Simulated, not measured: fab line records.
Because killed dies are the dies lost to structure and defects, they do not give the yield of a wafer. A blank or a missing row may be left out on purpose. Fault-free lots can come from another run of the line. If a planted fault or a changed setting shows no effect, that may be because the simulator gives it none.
fab line records :: flow n5_finfet
record:
  lots: 4
  wafers: 12
  last_day: 20
route steps=1938 shown BEOL_M14@1739 BEOL_M15@1773 PASSIVATION@1936
lots that met no fault: from a run of the same line without faults
start_h: start of the lot's first displayed wafer, in hours after the record's first day :: wait_h: how many hours have passed since the lot's step before this one :: " repeats the value in the row above :: L1.1+2: one row covering several wafers at once :: - value missing, or start not given :: * or withheld: withheld :: < > ~ a bound
route shown NAME@n: a module of which the file shows steps, and the number in the route of the first :: usual: the fault-free wafers' mean and standard deviation :: same: alike in all rows :: chamber/n: place in a boat :: sites: readings site by site :: _std_site: the values' standard deviation :: _edge_site: the outer-site mean with the inner-site mean subtracted :: radius_mm: for every site, how far away it sits from the centre of the wafer :: mask NAME#n: copy n :: behind: the last tool/chamber to shape the wafer :: hold: reason for holding the lot/hours on hold/outcome of the hold :: device: whichever transistor did not switch (one of n, p or np) :: end of line: tests of these same wafers at the route's end :: for a step that has no rows: nothing shown but its recipe :: killed: count of dies lost to structure and defects at first sort (not the wafer's yield) :: map: a wafer's dies, x killed, . not, _ none there
set.NAME: the setting the step ran with; set.NAME@STEP: the setting that earlier step ran with :: model.NAME: the simulator's own value behind a step, which no gauge read
lots at some steps of the route; a table a step, a row a wafer
services: a tool's chamber out of use, with start hour (start_h, from the record's first day; less than 0 if before it), hours out, and reason
== steps ==
step: N5_BEOL_M14_COAT_22
recipe:
  spin_rpm: 2888
  resist_thk_nm: 300
step: N5_BEOL_M14_EBR_24
recipe:
  solvent: PGMEA
  ebr_width_mm: 1.5
step: N5_BEOL_M14_SOFTBAKE_23
recipe:
  temp_c: 130
  time_s: 60
step: N5_BEOL_M14_EXPOSE_25
recipe:
  mask_id: M14
  na: 0.8
  source_shape: annular
  sigma_inner: 0.5
  sigma_outer: 0.8
  polarization: unpolarized
  target_cd_nm: 280
  dose_mj: 26.6
step: N5_BEOL_M14_PEB_26
recipe:
  peb_temp_c: 130
  peb_time_s: 90
step: N5_BEOL_M14_DEVELOP_27
recipe:
  develop_time_s: 45
  rinse_liquid: diw
  dry: air_spin
  dev_temp_c: 21
step: N5_BEOL_M14_HARDBAKE_32
recipe:
  temp_c: 130
  time_s: 120
step: N5_BEOL_M14_DESCUM_33
recipe:
  chemistry: O2
  time_s: 7.9
  source_power_w: 50
  bias_power_w: 20
  pressure_mtorr: 20
  rf_frequency_hz: 2.712e+07
  temp_c: 40
  o2_flow_sccm: 225
step: N5_BEOL_M14_ETCH_67
recipe:
  chemistry: CF4
  target: SiARC
  target_depth_a: 1430
  time_s: 238.3
  ion_energy_ev: 80
  pressure_mtorr: 40
  source_w: 545
  bias_w: 36
  Ar_flow_sccm: 100
  cf4_flow_sccm: 100
  ends: cleared
step: N5_BEOL_M14_ETCH_68
recipe:
  chemistry: N2/H2
  target: SOC
  mask_material: SiARC
  source_w: 3000
  bias_w: 350
  temp_c: 40
  time_s: 450
  ion_energy_ev: 200
  pressure_mtorr: 30
  n2_flow_sccm: 200
  h2_flow_sccm: 200
usual:
  drypump_motor_current_A: 5.7/0.42
  oes_product_au: 0.81/0.068
  rf_fwd_power_W: 2996/9.3
  rf_vpp_V: 523.9/2.2
  showerhead_plenum_p_Torr: 2.54/0.068
  throttle_valve_pct: 17.7/0.31
same:
  time_s: 450
lot.wafer: L798.2
tool: rie_diel-01
chamber: 1
start_h: 281.68
wait_h: 0.1
drypump_motor_current_A: 6.0
oes_product_au: 0.78
rf_fwd_power_W: 2993
rf_hours_counter_h: 115
rf_vpp_V: 525.5
showerhead_plenum_p_Torr: 2.53
throttle_valve_pct: 17.4

lot.wafer: L798.4
tool: rie_diel-01
chamber: 0
start_h: 281.68
wait_h: 0.1
drypump_motor_current_A: 5.8
oes_product_au: 0.87
rf_fwd_power_W: 2968
rf_hours_counter_h: 57
rf_vpp_V: 526.0
showerhead_plenum_p_Torr: 2.58
throttle_valve_pct: 17.3

lot.wafer: L798.6
tool: rie_diel-01
chamber: 3
start_h: 281.68
wait_h: 0.1
drypump_motor_current_A: 6.0
oes_product_au: 0.76
rf_fwd_power_W: 2998
rf_hours_counter_h: -
rf_vpp_V: 523.9
showerhead_plenum_p_Torr: 2.55
throttle_valve_pct: 18.1

lot.wafer: L800.1
tool: rie_diel-01
chamber: 0
start_h: 284.53
wait_h: 0.1
drypump_motor_current_A: 5.8
oes_product_au: 0.87
rf_fwd_power_W: 3007
rf_hours_counter_h: 58
rf_vpp_V: 525.2
showerhead_plenum_p_Torr: 2.58
throttle_valve_pct: 17.3

lot.wafer: L800.3
tool: rie_diel-01
chamber: 3
start_h: 284.53
wait_h: 0.1
drypump_motor_current_A: 6.0
oes_product_au: 0.75
rf_fwd_power_W: 2987
rf_hours_counter_h: 146
rf_vpp_V: 523.1
showerhead_plenum_p_Torr: 2.55
throttle_valve_pct: 18.1

lot.wafer: L800.4
tool: rie_diel-01
chamber: 1
start_h: 284.53
wait_h: 0.1
drypump_motor_current_A: 6.0
oes_product_au: 0.78
rf_fwd_power_W: 3008
rf_hours_counter_h: 116
rf_vpp_V: 524.5
showerhead_plenum_p_Torr: 2.53
throttle_valve_pct: 17.4

lot.wafer: L813.1
tool: rie_diel-05
chamber: 2
start_h: 413.66
wait_h: 0.1
drypump_motor_current_A: 6.1
oes_product_au: 0.83
rf_fwd_power_W: 2988
rf_hours_counter_h: 80
rf_vpp_V: 523.6
showerhead_plenum_p_Torr: 2.55
throttle_valve_pct: 17.5

lot.wafer: L813.2
tool: rie_diel-05
chamber: 3
start_h: 413.66
wait_h: 0.1
drypump_motor_current_A: 6.6
oes_product_au: 0.81
rf_fwd_power_W: 3005
rf_hours_counter_h: 89
rf_vpp_V: 522.3
showerhead_plenum_p_Torr: 2.47
throttle_valve_pct: 17.5

lot.wafer: L813.3
tool: rie_diel-05
chamber: 1
start_h: 413.66
wait_h: 0.1
drypump_motor_current_A: 5.8
oes_product_au: 0.89
rf_fwd_power_W: 3008
rf_hours_counter_h: 36
rf_vpp_V: 528.7
showerhead_plenum_p_Torr: 2.69
throttle_valve_pct: 17.7

lot.wafer: L808.2
tool: rie_diel-01
chamber: 3
start_h: 419.90
wait_h: 0.1
drypump_motor_current_A: 6.0
oes_product_au: 0.72
rf_fwd_power_W: 3000
rf_hours_counter_h: 191
rf_vpp_V: 523.5
showerhead_plenum_p_Torr: 2.53
throttle_valve_pct: 18.2

lot.wafer: L808.4
tool: rie_diel-01
chamber: 1
start_h: 419.90
wait_h: 0.1
drypump_motor_current_A: 6.0
oes_product_au: 0.74
rf_fwd_power_W: 2992
rf_hours_counter_h: 161
rf_vpp_V: 523.2
showerhead_plenum_p_Torr: 2.51
throttle_valve_pct: 17.5

lot.wafer: L808.6
tool: rie_diel-01
chamber: 2
start_h: 419.90
wait_h: 0.1
drypump_motor_current_A: 5.4
oes_product_au: 0.77
rf_fwd_power_W: 3002
rf_hours_counter_h: -
rf_vpp_V: 520.7
showerhead_plenum_p_Torr: 2.48
throttle_valve_pct: 18.1
step: N5_BEOL_M14_STRIP_69
recipe:
  chemistry: N2/H2
  temp_c: 40
  n2_flow_sccm: 200
  h2_flow_sccm: 200
  rf_frequency_hz: 6e+07
step: N5_BEOL_M14_TRENCH_ETCH_34
recipe:
  chemistry: C4F8/O2/Ar
  target: SiO2
  target_depth_a: 5566.5
  mask_material: SOC
  he_inner_torr: 15
  he_outer_torr: 30
  time_s: 126.9
  ion_energy_ev: 800
  pressure_mtorr: 20
  source_w: 1905
  bias_w: 2040
  Ar_flow_sccm: 400
  C4F8_flow_sccm: 16
  O2_flow_sccm: 12
step: N5_BEOL_M14_STRIP_70
recipe:
  chemistry: C4F8/O2/Ar
  resist: SiARC
  rf_frequency_hz: 6e+07
step: N5_BEOL_M14_STRIP_37
recipe:
  chemistry: O2
  power_w: 600
  temp_c: 60
  pressure_mtorr: 30
  rf_frequency_hz: 6e+07
  bias_power_w: 0
  overash_fraction: 0.3
  o2_flow_sccm: 225
step: N5_BEOL_M14_ETCH_38
recipe:
  chemistry: CF4/N2
  target: SiCN
  target_depth_a: 1065
  taper_deg: 2
  time_s: 120.6
  ion_energy_ev: 150
  mask_material: SiO2
  pressure_mtorr: 40
  source_w: 430
  bias_w: 70
  Ar_flow_sccm: 100
  cf4_flow_sccm: 60
  n2_flow_sccm: 60
step: N5_BEOL_M14_PRECLEAN_39
recipe:
  chemistry: residue_remover
  time_s: 60
  temp_c: 40
step: N5_BEOL_M14_SRD_40
recipe:
  time_s: 30
  temp_c: 23
  rinse_liquid: diw
  dry: n2_spin
  spin_rpm: 1500
  dry_time_s: 30
step: N5_BEOL_M14_DEGAS_41
recipe:
  ambient: vacuum
  temp_c: 300
  time_s: 60
step: N5_BEOL_M14_PRE_CLEAN_42
recipe:
  gas: H2/He
  time_s: 30
  temp_c: 300
step: N5_BEOL_M14_SPUTTER_43
recipe:
  material: TaN
  target_thk_a: 150
  temp_c: 50
  bias_v: 168.6
  power_w: 15000
  chamber_pressure_pa: 0.12
  time_s: 24.19
step: N5_BEOL_M14_SPUTTER_44
recipe:
  material: Ta
  target_thk_a: 150
  temp_c: 50
  bias_v: 80
  power_w: 15000
  chamber_pressure_pa: 0.07
  time_s: 24.19
step: N5_BEOL_M14_SPUTTER_45
recipe:
  material: Cu
  target_thk_a: 1000
  temp_c: -20
  bias_v: 60
  power_w: 26000
  chamber_pressure_pa: 0.13
  time_s: 16.67
step: N5_BEOL_M14_ECD_47
recipe:
  material: Cu
  target_thk_a: 12480
step: N5_BEOL_M14_ANNEAL_48
recipe:
  temp_c: 225
  time_s: 90
  ambient: N2
step: N5_BEOL_M14_CMP_49
recipe:
  stop_on: SiO2
  t_overpolish_s: 5.2
  down_force_psi: 2
  platen_rpm: 80
  clearing_platen_down_force_psi: 2
  clearing_platen_rpm: 80
  post_cmp_clean: cu_alkaline
  target_thk_nm: 560
  clearing_platen_pad_velocity_m_s: 1.5917
  pad_velocity_m_s: 1.5917
step: N5_BEOL_M14_PRE_CLEAN_52
recipe:
  gas: NH3
  time_s: 15
  temp_c: withheld
  rf_power_w: 300
step: N5_BEOL_M14_DEP_53
recipe:
  material: SiCN
  target_thk_a: 500
  temp_c: withheld
  precursor: 3MS/NH3
  pressure_torr: 3
  rf_w: 675
  time_s: 17.8
step: N5_BEOL_M15_ILD_DEP_00
recipe:
  material: SiO2
  target_thk_a: 16293
  temp_c: 400
  precursor: TEOS/O2
  pressure_torr: 6.5
  rf_w: 900
  teos_flow_sccm: 161.4
  gas: O2
  flow_sccm: 2650
  time_s: 346.1
step: N5_BEOL_M15_COAT_58
recipe:
  resist: BARC
  temp_c: 205
  time_s: 60
  spin_rpm: 1500
  resist_thk_nm: 89
step: N5_BEOL_M15_COAT_04
recipe:
  spin_rpm: 1704
  resist_thk_nm: 800
step: N5_BEOL_M15_EBR_06
recipe:
  solvent: PGMEA
  ebr_width_mm: 1.5
step: N5_BEOL_M15_SOFTBAKE_05
recipe:
  temp_c: 130
  time_s: 60
step: N5_BEOL_M15_EXPOSE_07
recipe:
  mask_id: V14
  na: 0.8
  source_shape: annular
  sigma_inner: 0.5
  sigma_outer: 0.8
  polarization: unpolarized
  attpsm_phase_deg: 180
  dose_mj: 41.25
step: N5_BEOL_M15_PEB_08
recipe:
  peb_temp_c: 130
  peb_time_s: 90
step: N5_PASSIVATION_PROBE_49
usual:
  defect_limited_yield: 91.2/1.4
  killed_at_M0_to_M3: 36/10
  killed_at_M4_up: 13/5.1
  killed_at_contacts: 12/5.4
  killed_at_front_end: 39/11
  killed_at_other: 3.5/2.4
  killed_dies: 104/17
  killed_on_rim: 14/3.8
  killed_open: 67/13
  killed_short: 36/8.3
  sort_bin_5_function: 5.2/0.98
  sort_bin_6_memory: 3.3/0.68
  sort_n_pass: 1076/17
  sort_yield_pct: 91.2/1.4
same:
  gross_dies: 1180
  killed_at_back_side: 0
  sort_bin_4_leakage[%]: 0
  sort_bin_8_speed[%]: 0
lot.wafer: L798.2
tool: prober-01
chamber: -
start_h: 303.77
wait_h: 0.1
defect_limited_yield[%]: 87.5
killed_at_M0_to_M3: 49
killed_at_M4_up: 21
killed_at_contacts: 17
killed_at_front_end: 60
killed_at_other: 0
killed_dies: 147
killed_on_rim: 15
killed_open: 100
killed_short: 46
sort_bin_5_function[%]: 7.4
sort_bin_6_memory[%]: 4.7
sort_n_pass: 1033
sort_yield_pct[%]: 87.5

lot.wafer: L798.4
tool: prober-01
chamber: -
start_h: 303.87
wait_h: 0.2
defect_limited_yield[%]: 85.3
killed_at_M0_to_M3: 41
killed_at_M4_up: 67
killed_at_contacts: 10
killed_at_front_end: 53
killed_at_other: 2
killed_dies: 173
killed_on_rim: 32
killed_open: 75
killed_short: 41
sort_bin_5_function[%]: 9.7
sort_bin_6_memory[%]: 3.5
sort_n_pass: 1007
sort_yield_pct[%]: 85.3

lot.wafer: L798.6
tool: prober-01
chamber: -
start_h: 303.97
wait_h: 0.3
defect_limited_yield[%]: 88.3
killed_at_M0_to_M3: 60
killed_at_M4_up: 10
killed_at_contacts: 14
killed_at_front_end: 45
killed_at_other: 9
killed_dies: 138
killed_on_rim: 19
killed_open: 85
killed_short: 52
sort_bin_5_function[%]: 7.6
sort_bin_6_memory[%]: 3.6
sort_n_pass: 1042
sort_yield_pct[%]: 88.3

lot.wafer: L800.1
tool: prober-02
chamber: -
start_h: 309.22
wait_h: 0.0
defect_limited_yield[%]: 84.4
killed_at_M0_to_M3: 43
killed_at_M4_up: 83
killed_at_contacts: 17
killed_at_front_end: 32
killed_at_other: 9
killed_dies: 184
killed_on_rim: 27
killed_open: 84
killed_short: 37
sort_bin_5_function[%]: 10.2
sort_bin_6_memory[%]: 3.8
sort_n_pass: 996
sort_yield_pct[%]: 84.4

lot.wafer: L808.2
tool: prober-01
chamber: -
start_h: 468.32
wait_h: 0.1
defect_limited_yield[%]: 89.9
killed_at_M0_to_M3: 33
killed_at_M4_up: 24
killed_at_contacts: 8
killed_at_front_end: 53
killed_at_other: 1
killed_dies: 119
killed_on_rim: 11
killed_open: 76
killed_short: 34
sort_bin_5_function[%]: 5.3
sort_bin_6_memory[%]: 3.4
sort_n_pass: 1061
sort_yield_pct[%]: 89.9

lot.wafer: L808.4
tool: prober-01
chamber: -
start_h: 468.42
wait_h: 0.2
defect_limited_yield[%]: 90.8
killed_at_M0_to_M3: 33
killed_at_M4_up: 27
killed_at_contacts: 12
killed_at_front_end: 35
killed_at_other: 2
killed_dies: 109
killed_on_rim: 8
killed_open: 74
killed_short: 35
sort_bin_5_function[%]: 5.3
sort_bin_6_memory[%]: 3.6
sort_n_pass: 1071
sort_yield_pct[%]: 90.8

lot.wafer: L808.6
tool: prober-01
chamber: -
start_h: 468.52
wait_h: 0.3
defect_limited_yield[%]: 91.6
killed_at_M0_to_M3: 31
killed_at_M4_up: 19
killed_at_contacts: 3
killed_at_front_end: 43
killed_at_other: 3
killed_dies: 99
killed_on_rim: 10
killed_open: 61
killed_short: 34
sort_bin_5_function[%]: 5.1
sort_bin_6_memory[%]: 3.0
sort_n_pass: 1081
sort_yield_pct[%]: 91.6
killed by level:class
L798.2 BEOL_M0_SAQP:geometric_particle:open=21 FIN_SAQP:geometric_particle:open=15 STI_FIN_REVEAL:geometric_particle:open=15 MOL_CONTACT_COAG:geometric_particle:open=15 BEOL_M0_SAQP:geometric_particle:short=13 FIN_SAQP:geometric_particle:short=11 BEOL_M4:geometric_particle:open=10 BEOL_M2:geometric_particle:open=6
L798.4 BEOL_M14:unspecified=57 BEOL_M0_SAQP:geometric_particle:short=13 FIN_SAQP:geometric_particle:open=12 FIN_SAQP:geometric_particle:short=10 STI_FIN_REVEAL:geometric_particle:open=10 BEOL_M2:geometric_particle:open=7 MOL_CONTACT_COAG:geometric_particle:open=7 DUMMY_GATE:geometric_particle:open=6
L798.6 BEOL_M0_SAQP:geometric_particle:short=18 BEOL_M3:geometric_particle:open=12 FIN_SAQP:geometric_particle:short=11 BEOL_M0_SAQP:geometric_particle:open=11 MOL_CONTACT_COAG:geometric_particle:open=10 FIN_SAQP:geometric_particle:open=8 BEOL_M1:geometric_particle:open=7 STI_FIN_REVEAL:geometric_particle:open=5
L800.1 BEOL_M14:unspecified=63 BEOL_M4:geometric_particle:open=13 MOL_CONTACT_COAG:geometric_particle:open=12 BEOL_M0_SAQP:geometric_particle:open=12 FIN_SAQP:geometric_particle:open=9 BEOL_M3:geometric_particle:open=9 BEOL_M1:geometric_particle:short=6 STI_FIN_REVEAL:geometric_particle:open=5
L808.2 BEOL_M4:geometric_particle:open=17 FIN_SAQP:geometric_particle:short=10 HKMG_FIN:area_etch=9 FIN_SAQP:geometric_particle:open=8 BEOL_M0_SAQP:geometric_particle:open=7 BEOL_M2:geometric_particle:open=7 STI_FIN_REVEAL:geometric_particle:open=6 BEOL_M0_SAQP:geometric_particle:short=6
L808.4 BEOL_M4:geometric_particle:open=19 STI_FIN_REVEAL:geometric_particle:open=10 MOL_CONTACT_COAG:geometric_particle:open=10 BEOL_M0_SAQP:geometric_particle:open=8 BEOL_M3:geometric_particle:open=6 FIN_SAQP:geometric_particle:short=5 BEOL_M2:geometric_particle:open=5 DUMMY_GATE:geometric_particle:open=5
L808.6 BEOL_M4:geometric_particle:open=12 FIN_SAQP:geometric_particle:open=11 BEOL_M0_SAQP:geometric_particle:short=8 BEOL_M0_SAQP:geometric_particle:open=7 BEOL_M2:geometric_particle:open=6 FIN_SAQP:geometric_particle:short=5 GATE_CUT:geometric_particle:short=5 BEOL_M3:geometric_particle:open=5
map L798.4 (x killed, . not)
_________________xx.....x....________________
______________.......x.x.......x_____________
___________..................x.....__________
__________.....x.............x..x..._________
________....x......x...............x.._______
_______.....x........x.................______
______................x................._____
_____.....x....x.......x.................____
____........x........x....................___
___..............x....................x....__
___............x...................x......x__
__.............x..x............x...........x_
__....................x.......x.x...x......x_
_......x.....................x...............
_...x....x......x....xx...........x..........
_.........x..x.......x....x.........x..x.....
_..........x.x...................x..x...x...x
_.......xx.....xx......x......xx.........x...
_...............x..x........x................
_x..........x....x......x..................x.
_........x...............x...................
__................x...x............x.x..x..._
__x......x.x.................x.......x......_
___......x...x...xx.......x...........x....__
___...............................xx.......__
____x.................x..x..x.x...........___
_____.....x.x............xx............x.____
______.........x...x....x.x..xx....x.x.._____
_______.......x........x.x..x.x......x.______
________.........x....x.xxxx.x.x......_______
__________.....x....xxxxxxxxxxxx.x.._________
___________..........xxxxxxxxxxxxx.__________
______________.x....xxxxxxxxxxxx_____________
_________________..xxxxxxxxxx________________
map L800.1 (x killed, . not)
_________________..x.........________________
______________....x............._____________
___________........................__________
__________.........................._________
________......x..x..x...x...........x._______
_______.....................x..........______
______.......x.........x................_____
_____...x...............x....xx..........____
____..x......x........x..........x........___
___......x..x..............................__
___...............x........x......x...x....__
__....x............................x...x.x.._
__.....x...................x.......x........_
_..........x.............x...........x.......
_....x..............x.....x........x..x.x....
_..x......x.........x.......................x
_..x.x.................x..x...........x......
_.........x.x....x..........x..........x..x..
_..........x...........x..x..................
_.....xx......x..............................
_...x....x.x......x....x.xx.x...x............
__.x.x..........xxxx........................_
__.........x..x...x...x..x...........x......_
___...........x........x..x.....x.xx....xx.__
___.......x.......x....x...x.............x.__
____.....x.xx.x...........x...........x...___
_____.................................x..____
______x...............x......x.x.....x.x_____
_______...x..............x.x.xx..x.x...______
________..x........xx.xxxxxx.xxxx....._______
__________......x....xxxxxxxxxxxxxx._________
___________..x.....xxxxxxxxxxxxxxxx__________
______________...xxxxxxxxxxxxxxx_____________
_________________...xxxxxxxxx________________
== services ==
tool: rie_diel-05
chamber: 3
start_h: 276.08
hours: 2.3
kind: repair

tool: rie_diel-05
chamber: 1
start_h: 281.57
hours: -
kind: clean

tool: rie_diel-05
chamber: 1
start_h: 281.57
hours: -
kind: consumable_replace:focus_ring

tool: rie_diel-05
chamber: 1
start_h: 281.57
hours: -
kind: consumable_replace:showerhead

tool: rie_diel-05
chamber: 1
start_h: 281.57
hours: 18.5
kind: scheduled_down

tool: rie_diel-05
chamber: 1
start_h: 281.57
hours: 18.5
kind: vent_cycle

tool: rie_diel-01
chamber: 2
start_h: 315.19
hours: 3.4
kind: repair

tool: rie_diel-01
chamber: 0
start_h: 316.28
hours: 5.0
kind: repair

tool: rie_diel-05
chamber: 2
start_h: 351.67
hours: 2.7
kind: repair

tool: rie_diel-01
chamber: 2
start_h: 362.38
hours: 15.4
kind: repair

tool: rie_diel-01
chamber: -
start_h: 378.99
hours: 1.1
kind: repair
== key ==
first_sign:
  step: N5_PASSIVATION_PROBE_49
  reading: killed_at_M4_up
  direction: up
  sigmas: 12
  usual: 13
  struck: 75
effect:
  step: N5_PASSIVATION_PROBE_49
  reading: killed_dies
  direction: up
  sigmas: 4.4
  usual: 104
  struck: 178
more_kills_born_at:
  N5_BEOL_M14_ETCH_68@rie_diel-01: 120
met_at N5_BEOL_M14_ETCH_68
struck_wafers L798.4,L800.1
fault:
  kind: chamber_particle_source
  tool: rie_diel-01
  chamber: 0
  onset_h: 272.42
  steps: N5_BEOL_M14_ETCH_68
  rate_per_visit_cm2: 0.9812
  end_h: 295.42
